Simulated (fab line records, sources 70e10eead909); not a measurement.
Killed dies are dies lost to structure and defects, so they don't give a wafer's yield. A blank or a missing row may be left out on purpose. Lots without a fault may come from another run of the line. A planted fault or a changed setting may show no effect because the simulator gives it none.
fab line records | flow nand_harc
record lots=12 wafers=36 last_day=24
route steps=1159 shown A_BONDPAD@1076 THIN_TSV@1116 END@1159
lots that met no fault: from a run of the same line without faults
start_h: hours from the record's first day to the start of the lot's first wafer shown | wait_h: hours since the lot's step before | " the same as in the row above | L1.1+2: a row that stands for several wafers | - no value, or no start given | * or withheld: withheld | < > ~ a bound
route shown NAME@n: a module of which the file shows steps, and the number in the route of the first | usual: mean/standard deviation of fault-free wafers | same: alike in all rows | chamber/n: place in a boat | sites: the reading at each site | _std_site: their standard deviation | _edge_site: outer sites' mean less inner sites' | radius_mm: how far each site lies from the wafer's centre | mask NAME#n: copy n | behind: the tool/chamber that last shaped the wafer | hold: why the lot was held/for how many hours/how that ended | device: the transistor (n, p or np) that didn't switch | end of line: the same wafers' tests at the end of the route | a step without rows: its recipe alone | killed: dies lost to structure and defects at the first sort, not the wafer's yield | map: a wafer's dies, x killed, . not, _ none there
set.NAME: the setting as run; set.NAME@STEP: as run at that earlier step | model.NAME: the simulator's own value behind a step, which no gauge read
steps of the route over a sample of lots; a table a step, a row a wafer
services: from which hour (start_h, from the record's first day; less than 0 if before it) a tool's chamber was out of use, for how many hours, and why
## steps
# step NHARC_A_BONDPAD_ETCH_34
# recipe target_depth_a=600 overetch_a=180 time_s=65.91 ion_energy_ev=200 n2_flow_sccm=150 h2_flow_sccm=150 ar_flow_sccm=0 rf_w=400 bias_w=150 chemistry=N2/H2
# usual chamber_pressure_mTorr=30.001/0.029 drypump_motor_current_A=5.7/0.39 oes_product_au=1.002/0.01 rf_vpp_V=430/3.3 showerhead_plenum_p_Torr=2.01/0.11 throttle_valve_pct=14.171/0.01
# columns lot.wafer tool chamber start_h wait_h chamber_pressure_mTorr drypump_motor_current_A oes_product_au rf_hours_counter_h rf_vpp_V showerhead_plenum_p_Torr throttle_valve_pct
L766.2 rie_diel-13 3 411.86 0.1 30.024 6.0 1.013 21 430 2.09 14.162
L766.4 " 0 " " 30.024 5.2 1.007 21 427 1.93 14.164
L766.3 " 1 " " 30.005 5.5 0.987 22 429 1.94 14.188
L767.4 rie_diel-11 3 419.06 0.1 30.005 6.1 1.003 2 434 2.19 14.163
L767.3 " 0 " " 30.025 5.6 0.995 1 427 1.90 14.195
L767.6 " 2 " " 30.009 5.6 1.002 - 428 1.93 14.173
L771.1 rie_diel-11 0 423.82 0.2 30.017 5.6 0.999 2 426 1.90 14.179
L771.2 " 1 " " 30.000 5.5 1.005 2 430 2.06 14.174
L771.6 " 1 " " 30.000 5.5 0.997 - 431 2.06 14.171
L773.2 rie_diel-11 2 434.48 0.1 29.998 5.6 1.015 2 429 1.93 14.171
L773.1 " 3 " " 30.006 6.1 0.995 2 434 2.19 14.167
L773.6 " 0 " " 30.051 5.6 0.992 - 426 1.90 14.169
L769.1 rie_diel-11 0 435.74 0.1 29.977 5.6 0.993 2 427 1.90 14.158
L769.6 " 3 " " 30.021 6.1 0.987 - 435 2.19 14.181
L769.5 " 0 " " 29.964 5.6 0.995 - 425 1.90 14.169
L774.3 rie_diel-13 3 463.13 0.1 30.018 6.0 0.988 0 433 2.09 14.153
L774.2 " 1 " " 29.989 5.5 0.987 0 428 1.94 14.189
L774.6 " 3 " " 30.009 6.0 0.989 - 433 2.09 14.175
L778.1 rie_diel-11 0 468.56 0.1 29.951 5.6 0.993 3 426 1.90 14.166
L778.6 " 1 " " 30.020 5.5 0.987 - 429 2.06 14.167
L778.5 " 2 " " 29.989 5.6 1.018 - 428 1.93 14.157
L777.1 rie_diel-13 2 473.38 0.1 29.930 6.0 1.005 2 427 1.95 14.187
L777.4 " 3 " " 30.029 6.0 0.991 2 431 2.09 14.160
L777.6 " 1 " " 29.973 5.5 0.980 - 428 1.94 14.163
L784.4 rie_diel-11 3 525.43 0.1 30.039 6.1 0.999 6 435 2.19 14.172
L784.5 " 2 " " 29.996 5.6 1.003 - 428 1.92 14.161
L784.6 " 3 " " 30.021 6.1 0.992 - 436 2.19 14.172
L785.3 rie_diel-01 3 525.58 0.1 30.008 5.3 0.992 11 428 1.98 14.151
L785.1 " 1 " " 30.059 5.1 1.007 9 427 1.90 14.180
L785.4 " 3 " " 30.031 5.4 0.998 - 429 1.98 14.173
L783.4 rie_diel-11 2 526.80 0.1 29.976 5.6 1.015 6 427 1.92 14.170
L783.3 " 3 " " 30.056 6.1 0.997 6 435 2.19 14.173
L783.1 " 1 " " 30.046 5.5 1.008 5 431 2.05 14.174
L788.3 rie_diel-13 2 544.91 0.2 29.984 6.0 1.003 17 428 1.94 14.173
L788.4 " 3 " " 30.027 6.0 0.990 17 434 2.08 14.170
L788.6 " 2 " " 30.012 6.0 1.006 - 426 1.94 14.160
# step NHARC_THIN_TSV_CD_MEAS_12
# recipe target_cd_nm=1000 landing_energy_ev=500
# usual cd_nm=999.4/1.7
# columns lot.wafer tool chamber start_h wait_h cd_nm
L767.3 cd_sem-01 0 447.49 - 998.4
L767.4 " 0 " " 997.8
L767.6 " 0 " " 997.2
L766.2 cd_sem-02 0 449.01 - 1000.2
L766.3 " 0 " " 1000.5
L766.4 " 0 " " 999.5
L771.1 cd_sem-02 0 451.08 - 997.2
L771.2 " 0 " " 998.4
L771.6 " 0 " " 997.6
L769.1 cd_sem-01 0 452.41 - 1001.0
L769.5 " 0 " " 1000.4
L769.6 " 0 " " 1005.0
L773.1 cd_sem-02 0 453.49 - 996.7
L773.2 " 0 " " 997.3
L773.6 " 0 " " 996.3
L774.2 cd_sem-02 0 478.79 - 1000.9
L774.3 " 0 " " 999.2
L774.6 " 0 " " 1001.6
L778.1 cd_sem-02 0 484.12 - 1000.0
L778.5 " 0 " " 999.1
L778.6 " 0 " " 1001.5
L777.1 cd_sem-02 0 490.94 - 996.9
L777.4 " 0 " " 1001.9
L777.6 " 0 " " 998.6
L785.1 cd_sem-01 0 541.45 - 1001.4
L785.3 " 0 " " 1001.1
L785.4 " 0 " " 999.4
L784.4 cd_sem-03 0 542.66 - 999.8
L784.5 " 0 " " 1000.9
L784.6 " 0 " " 997.7
L783.1 cd_sem-02 0 543.79 - 996.1
L783.3 " 0 " " 997.8
L783.4 " 0 " " 996.8
L788.3 cd_sem-02 0 560.73 - 1000.7
L788.4 " 0 " " 1001.0
L788.6 " 0 " " 997.4
# step NHARC_THIN_TSV_ETCH_15
# recipe target_depth_a=30000 bosch_target_overetch_cycles=2 bosch_etch_step_s=2.8 bosch_dep_step_s=1.2 bosch_cycles=14
# usual drypump_motor_current_A=5.8/0.54
# columns lot.wafer tool chamber start_h wait_h drypump_motor_current_A rf_hours_counter_h
L767.4 rie_si-04 3 448.32 - 5.7 1.7
L767.3 " 0 " " 4.9 1.4
L767.6 " 1 " " 5.6 -
L766.3 rie_si-03 2 449.83 - 6.6 1.1
L766.2 " 3 " " 6.4 1.1
L766.4 " 0 " " 5.9 0.8
L771.1 rie_si-03 2 452.06 - 6.6 1.1
L771.2 " 3 " " 6.4 1.1
L771.6 " 0 " " 6.0 -
L769.1 rie_si-06 2 453.28 - 5.3 0.7
L769.5 " 3 " " 6.1 -
L769.6 " 0 " " 6.3 -
L773.1 rie_si-06 1 454.34 - 5.3 0.8
L773.2 " 2 " " 5.2 0.8
L773.6 " 0 " " 6.3 -
L774.2 rie_si-04 1 479.61 - 5.6 0.1
L774.3 " 2 " " 6.5 0.1
L774.6 " 1 " " 5.6 -
L778.1 rie_si-06 3 484.94 - 6.0 0.9
L778.5 " 2 " " 5.3 -
L778.6 " 3 " " 6.0 -
L777.1 rie_si-04 1 491.77 - 5.6 0.2
L777.4 " 3 " " 5.7 0.3
L777.6 " 0 " " 5.0 -
L785.1 rie_si-03 2 542.40 - 6.6 0.1
L785.4 " 3 " " 6.4 0.1
L785.3 " 1 " " 4.8 0.2
L784.4 rie_si-04 2 543.52 - 6.5 0.6
L784.5 " 3 " " 5.7 -
L784.6 " 0 " " 5.0 -
L783.3 rie_si-03 2 544.61 - 6.6 0.2
L783.4 " 0 " " 6.0 0.2
L783.1 " 1 " " 4.8 0.2
L788.4 rie_si-03 3 561.55 - 6.4 0.3
L788.3 " 1 " " 4.8 0.3
L788.6 " 3 " " 6.4 -
# step NHARC_THIN_TSV_CMP_21
# recipe t_overpolish_s=30 target_thk_nm=2000
# usual motor_current_A=12.3/1.2 overpolish_run_s=30.000/0.0082
# columns lot.wafer tool chamber start_h wait_h motor_current_A overpolish_run_s
L767.4 cmp-02 2 452.29 - 9.8 29.995
L767.3 " 1 " " 12.5 29.989
L767.6 " 3 " " 13.6 29.990
L766.4 cmp-04 0 453.49 - 13.6 29.997
L766.2 " 1 " " 11.2 30.000
L766.3 " 3 " " 12.1 30.009
L771.2 cmp-01 0 455.86 - 13.9 29.994
L771.1 " 1 " " 12.1 30.005
L771.6 " 3 " " 13.3 30.009
L769.1 cmp-04 1 457.09 - 11.5 30.012
L769.6 " 2 " " 12.3 29.987
L769.5 " 3 " " 11.3 30.000
L773.2 cmp-01 2 458.55 - 12.2 30.002
L773.1 " 3 " " 12.8 30.015
L773.6 " 1 " " 11.9 29.986
L774.2 cmp-01 0 483.18 - 14.5 29.993
L774.3 " 1 " " 12.2 29.985
L774.6 " 2 " " 12.2 30.007
L778.1 cmp-02 2 488.60 - 10.1 29.991
L778.5 " 3 " " 13.8 30.015
L778.6 " 0 " " 11.9 30.001
L777.4 cmp-02 3 495.38 - 14.1 29.985
L777.1 " 1 " " 13.3 29.994
L777.6 " 3 " " 13.8 30.000
L785.1 cmp-04 1 547.70 - 11.4 29.991
L785.4 " 3 " " 11.5 30.008
L785.3 " 0 " " 12.6 30.003
L784.4 cmp-01 3 547.86 - 14.0 29.996
L784.6 " 2 " " 12.2 30.003
L784.5 " 3 " " 13.6 30.003
L783.1 cmp-04 1 548.30 - 11.6 30.013
L783.4 " 3 " " 11.5 30.007
L783.3 " 0 " " 13.4 29.991
L788.4 cmp-04 2 565.17 - 12.6 30.000
L788.3 " 0 " " 13.0 30.011
L788.6 " 2 " " 12.2 30.005
# step NHARC_END_SORT_01
# recipe temp_c=25
# usual defect_limited_yield=95.2/1.6 killed_at_array=29/10 killed_at_other=0.7/1.1 killed_at_periphery=3.2/2.2 killed_dies=33/11 killed_open=3.5/1.8 killed_short=2.0/1.4 sort_bin_2_pct=1.5/0.61 sort_bin_3_pct=0.29/0.22 sort_bin_4_pct=3.1/1.1 sort_n_pass=644/11 sort_rim_yield_pct=95/3.3 sort_yield_pct=95.2/1.6
# same gross_dies=677 sort_bin_5_pct[%]=0 sort_bin_6_pct[%]=0 sort_bin_7_pct[%]=0 sort_bin_8_pct[%]=0 sort_rim_n_gross=106.00
# columns lot.wafer tool chamber start_h wait_h defect_limited_yield[%] killed_at_array killed_at_other killed_at_periphery killed_dies killed_open killed_short sort_bin_2_pct[%] sort_bin_3_pct[%] sort_bin_4_pct[%] sort_n_pass sort_rim_yield_pct[%] sort_yield_pct[%]
L783.1 prober-01 0 558.70 2.6 90.7 61 0 2 63 6 5 4.3 1.18 3.8 614 84 90.7
L783.3 prober-01 0 560.32 3.1 93.1 45 0 2 47 2 1 2.8 1.92 2.2 630 89 93.1
L783.4 prober-01 0 561.13 3.4 89.5 69 1 1 71 2 1 6.4 1.03 3.1 606 87 89.5
L784.4 prober-02 0 561.07 3.4 89.4 69 0 3 72 2 3 3.7 1.92 5.0 605 79 89.4
L784.5 prober-02 0 561.88 3.7 85.4 97 0 2 99 5 1 4.4 2.81 7.4 578 81 85.4
L784.6 prober-02 0 562.68 4.0 87.3 83 0 3 86 3 2 4.9 2.51 5.3 591 86 87.3
# killed by level:class
L783.1 A_BONDPAD:unspecified=46 A_CHANNEL_HOLE_D1:chamber_film_flake=3 A_CONTACT:chamber_film_flake=3 A_SOURCE_PLATE:geometric_particle:open=2 A_CONTACT:geometric_particle:open=2 P_GATE:geometric_particle:short=1 P_CONTACT:geometric_particle:short=1 A_SOURCE_PLATE:geometric_particle:short=1
L783.3 A_BONDPAD:unspecified=33 A_CHANNEL_HOLE_D1:chamber_film_flake=5 A_CONTACT:chamber_film_flake=4 A_CONTACT:geometric_particle:open=1 A_M0:geometric_particle:open=1 A_M0:geometric_particle:short=1 P_ZERO_WELL:chamber_film_flake=1 P_M0:chamber_film_flake=1
L784.4 A_BONDPAD:unspecified=37 A_CHANNEL_HOLE_D1:chamber_film_flake=15 A_SLIT:chamber_film_flake=10 A_CONTACT:chamber_film_flake=3 P_CONTACT:geometric_particle:open=2 P_GATE:geometric_particle:short=1 A_ONON_D1:geometric_particle:short=1 A_CONTACT:geometric_particle:short=1
L783.4 A_BONDPAD:unspecified=64 A_CONTACT:chamber_film_flake=2 A_SOURCE_PLATE:geometric_particle:short=1 A_SGD_CUT:geometric_particle:open=1 A_M0:geometric_particle:open=1 P_ZERO_WELL:chamber_film_flake=1 THIN_TSV:chamber_film_flake=1
L784.5 A_BONDPAD:unspecified=61 A_CHANNEL_HOLE_D1:chamber_film_flake=14 A_SLIT:chamber_film_flake=12 A_CONTACT:chamber_film_flake=4 A_CHANNEL_FILL_D1:geometric_particle:open=2 P_M2:geometric_particle:open=1 A_ONON_D1:geometric_particle:short=1 A_CONTACT:geometric_particle:open=1
L784.6 A_BONDPAD:unspecified=37 A_SLIT:chamber_film_flake=21 A_CHANNEL_HOLE_D1:chamber_film_flake=15 A_CONTACT:chamber_film_flake=4 A_CHANNEL_FILL_D1:geometric_particle:open=2 A_CHANNEL_FILL_D1:geometric_particle:short=2 P_M0:chamber_film_flake=2 A_M0:geometric_particle:open=1
## services
# columns tool chamber start_h hours kind
cmp-01 - 390.25 0.4 repair
cmp-04 - 399.07 4.0 pm
rie_diel-13 2 401.11 8.7 repair
rie_si-03 - 405.70 0.6 repair
cmp-01 - 415.29 2.8 repair
cmp-01 - 425.33 1.7 repair
rie_si-04 - 453.00 9.0 pm
rie_diel-13 - 453.26 9.0 pm
rie_diel-11 1 457.94 9.7 repair
cmp-04 - 461.21 1.9 repair
cmp-04 - 466.23 4.2 repair
rie_si-04 3 472.26 1.8 repair
cmp-01 - 473.50 4.0 pm
cmp-01 - 492.15 7.7 repair
cmp-04 - 497.21 4.0 pm
rie_diel-11 1 499.66 4.9 repair
rie_si-03 - 509.00 9.0 pm
cmp-01 - 513.85 2.9 repair
rie_si-03 - 518.87 4.3 repair
cmp-01 - 523.30 0.8 repair
rie_diel-11 - 543.63 9.0 pm
rie_diel-13 - 549.30 0.3 repair
cmp-01 - 551.63 0.6 repair
rie_diel-11 1 558.02 1.9 repair
## key
first_sign step=NHARC_END_SORT_01 reading=killed_at_array direction=up sigmas=4.1 usual=29 struck=71
effect step=NHARC_END_SORT_01 reading=killed_dies direction=up sigmas=3.8 usual=33 struck=73
more_kills_born_at NHARC_A_BONDPAD_ETCH_34@rie_diel-11=278
met_at NHARC_A_BONDPAD_ETCH_34
struck_lots L783,L784
not_acting_at NHARC_THIN_TSV_CD_MEAS_12,NHARC_THIN_TSV_ETCH_15,NHARC_THIN_TSV_CMP_21
onset_between 468.56 525.43
fault kind=chamber_particle_source tool=rie_diel-11 chamber=- onset_h=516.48 steps=NHARC_A_BONDPAD_ETCH_34 rate_per_visit_cm2=0.57592 end_h=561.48
